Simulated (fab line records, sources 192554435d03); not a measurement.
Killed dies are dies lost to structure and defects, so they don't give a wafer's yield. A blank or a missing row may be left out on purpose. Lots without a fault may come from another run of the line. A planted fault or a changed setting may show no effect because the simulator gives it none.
A struck lot beside a sound one | flow n5_finfet | 36 steps out of a route of 1938
Sound: wafers L808.1, L808.2, L808.4. Struck: wafer L817.5. (L817.4 of the same lot was not struck and is left out.) The cause comes at the end.
At each step with rows: each side's tool, then ch and its chambers, then its first start. Under that, the readings that differ: sound wafers | struck wafers | difference of the means | sigmas: that difference in standard deviations of wafers without a fault.
alike: readings whose means differ by less than 2 such deviations, and words and numbers that are the same on both sides. not compared: withheld readings, readings that some wafer has no value for, bounds like >300 that may hide the same value, and numbers for which the record gives no deviation and whose values overlap.
The two part at a step that has a row with sigmas, a row that says differs or no value, or rows on one side only. Numbers that don't overlap but have no deviation are shown without sigmas and don't part them. A reading that every wafer of one side lacks parts them only if that side has two wafers or more.

first, 9 steps without rows for these wafers: N5_BEOL_M4_ANNEAL_95 (time 240 s); N5_BEOL_M4_SPUTTER_96 (material Cu, target thk 4.5 nm, time 8.29 s); N5_BEOL_M4_ECD_50 (material Cu, target thk 300 nm); N5_BEOL_M4_ANNEAL_51 (time 90 s); N5_BEOL_M4_CMP_52 (polishes, stops on SiOC, t overpolish 6.8 s, target thk 40 nm); N5_BEOL_M4_PRE_CLEAN_60 (time 15 s); N5_BEOL_M4_CO_CAP_55 (material Co, precursor CCTBA/H2, target thk 2 nm, time 102.1 s); N5_BEOL_M4_PRE_CLEAN_56 (time 15 s); N5_BEOL_M4_DEP_57 (deposits SiCN from 3MS/NH3, target thk 8 nm, time 14 s).
N5_BEOL_M4_RC_MEAS_101:
  sound on prober-02 ch 0, day 9 16:51; struck on prober-01 ch 0, day 12 00:11
  reading        | sound             | struck | difference | sigmas
  IOFF_N (nA/um) | 0.136 0.110 0.112 | 0.179  | +0.060     | +2
  IOFF_P (nA/um) | 0.18 0.14 0.14    | 0.25   | +0.10      | +3
  ION_P (uA/um)  | 458 447 448       | 467    | +16        | +2
  SS_N (mV/dec)  | 71.9 70.9 70.8    | 72.8   | +1.6       | +3
  VT_N (mV)      | 251 257 255       | 247    | -7         | -2
  VT_P (mV)      | -255 -261 -258    | -245   | +13        | +4
  alike: DIBL_N, DIBL_P, ION_N, SS_P
then, 24 steps without rows for these wafers: N5_BEOL_M5_ILD_DEP_00 (deposits SiCOH lowk from DEMS/porogen, target thk 140.64 nm, time 25.9 s); N5_BEOL_M5_CURE_79 (cures SiCOH lowk, time 240 s); N5_BEOL_M5_PECVD_70 (deposits SiO2 from TEOS/O2, target thk 16 nm, time 18 s); N5_BEOL_M5_HM_DEP_02 (deposits TiN, target thk 20 nm); N5_BEOL_M5_COAT_59 (time 60 s, resist thk 60 nm); N5_BEOL_M5_COAT_60 (time 60 s, resist thk 12 nm); N5_BEOL_M5_COAT_71 (time 60 s, resist thk 5 nm); N5_BEOL_M5_COAT_05 (resist thk 30 nm); N5_BEOL_M5_EBR_07; N5_BEOL_M5_SOFTBAKE_06 (time 60 s); N5_BEOL_M5_EXPOSE_08 (exposes mask M5, target cd 28 nm); N5_BEOL_M5_PEB_09 (peb time 60 s); N5_BEOL_M5_DEVELOP_10 (develop time 30 s); N5_BEOL_M5_DESCUM_16 (chemistry O2, time 7 s); N5_BEOL_M5_ETCH_72 (etches underlayer in N2/H2, target depth 6.5 nm, time 5.2 s); N5_BEOL_M5_ETCH_61 (etches SiARC in CF4, target depth 15.6 nm, time 26 s); N5_BEOL_M5_ETCH_62 (etches SOC in N2/H2, target depth 75 nm, overetch 15 nm, time 112.5 s); N5_BEOL_M5_STRIP_63 (strips in N2/H2); N5_BEOL_M5_STRIP_73 (strips in N2/H2); N5_BEOL_M5_STRIP_64 (strips in CF4); N5_BEOL_M5_HM_OPEN_17 (chemistry Cl2/BCl3, target TiN, target depth 20 nm, overetch 6 nm); N5_BEOL_M5_STRIP_19 (strips in O2); N5_BEOL_M5_COAT_65 (time 60 s, resist thk 60 nm); N5_BEOL_M5_COAT_66 (time 60 s, resist thk 12 nm).
-- the record jumps here: 4 days lie between the struck wafers' starts before and after (it left off in module BEOL_M5 and takes up again in module PASSIVATION, whose first step shown is number 1936 of the route) --
N5_PASSIVATION_PECVD_01: deposits SiNx from SiH4/NH3/N2, target thk 200 nm, time 43.2 s.
  sound on pecvd-03 ch 0,1,2, day 13 23:53; struck on pecvd-03 ch 1, day 16 00:41
  reading                                        | sound             | struck | difference | sigmas
  showerhead_plenum_p_Torr (Torr)                | 8.67 8.78 8.66    | 8.81   | +0.11      | +2
  model.SiNx_of_PASSIVATION_PECVD_01.thk_nm (nm) | 194.6 196.4 197.4 | 269.2  | +73.1      |
  alike: heater_power_w, throttle_valve_pct
N5_PASSIVATION_PROBE_49:
  the record has rows for the struck wafers here (prober-02, day 16 08:36) and none for the sound ones

WHERE THEY PART
First at N5_BEOL_M4_RC_MEAS_101; last, within this record, at N5_PASSIVATION_PROBE_49.

WHY: what the simulator had put in
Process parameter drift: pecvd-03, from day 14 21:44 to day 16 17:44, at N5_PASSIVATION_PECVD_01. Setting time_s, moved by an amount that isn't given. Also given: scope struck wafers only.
